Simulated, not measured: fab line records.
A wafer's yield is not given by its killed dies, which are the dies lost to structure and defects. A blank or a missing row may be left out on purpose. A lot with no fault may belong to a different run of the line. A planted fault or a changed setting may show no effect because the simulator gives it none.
Matching of chambers    flow nandHarc    NHARC_A_STAIRCASE_DESCUM_443 on rieDiel-05 has 4 sister chambers
The step chemistry O2, time 3 s. 14 wafers are shown with their chamber, then 7 later ones without.

## EACH WAFER AND ITS CHAMBER
wafer   chamber  showerheadPlenumPTorr (Torr)  rfVppV (V)  throttleValvePct (%)
L831.4  3        1.80                          59.6        11.308
L831.5  0        1.92                          57.7        11.310
L831.6  1        1.98                          59.2        11.312
L832.3  3        1.80                          56.8        11.311
L832.5  2        1.89                          57.3        11.306
L832.6  1        1.98                          59.8        11.305
L837.1  2        1.88                          57.1        11.307
L837.2  3        1.80                          58.0        11.300
L837.3  0        1.92                          58.6        11.325
L843.1  2        1.88                          58.1        11.305
L843.2  1        1.98                          57.8        11.300
L843.3  0        1.91                          57.2        11.306
L844.4  2        1.88                          57.6        11.310
L844.5  1        1.98                          58.7        11.325

SIGNATURES (averages over the wafers above)
reading                chamber 0  chamber 1  chamber 2  chamber 3  scatter within a chamber
showerheadPlenumPTorr  1.9167     1.9800     1.8825     1.8000     0.00376
rfVppV                 57.833     58.875     57.525     58.133     0.876
throttleValvePct       11.31367   11.31050   11.30700   11.30633   0.00795
Rule: for each reading, subtract the chamber's mean from the wafer's reading, divide by that reading's scatter and square the result; add these up over the readings and take the root, which gives the wafer's distance from the chamber. If the next closest chamber is less than 2 further off than the closest, the wafer can't be placed; otherwise it belongs to the closest. The scatter: take each reading less its chamber's mean, square it, sum over the shown wafers, divide by the number of wafers less the number of chambers, and take the root.

## WAFERS WHOSE CHAMBER IS MISSING
wafer   showerheadPlenumPTorr (Torr)  rfVppV (V)  throttleValvePct (%)
L844.6  1.91                          58.0        11.310
L849.2  1.88                          56.7        11.303
L849.3  1.98                          58.0        11.320
L849.6  1.88                          57.2        11.311
L853.2  1.87                          58.2        11.316
L853.3  1.98                          56.7        11.295
L853.5  1.79                          56.9        11.315

## THE CHAMBER EACH PASSED THROUGH
wafer   from the rows above  in truth
L844.6  0                    0
L849.2  2                    2
L849.3  1                    1
L849.6  2                    2
L853.2  2                    2
L853.3  1                    1
L853.5  3                    3
Correct placement for 7 of the 7. Number that these rows cannot place: 0. 0 placed wrongly.
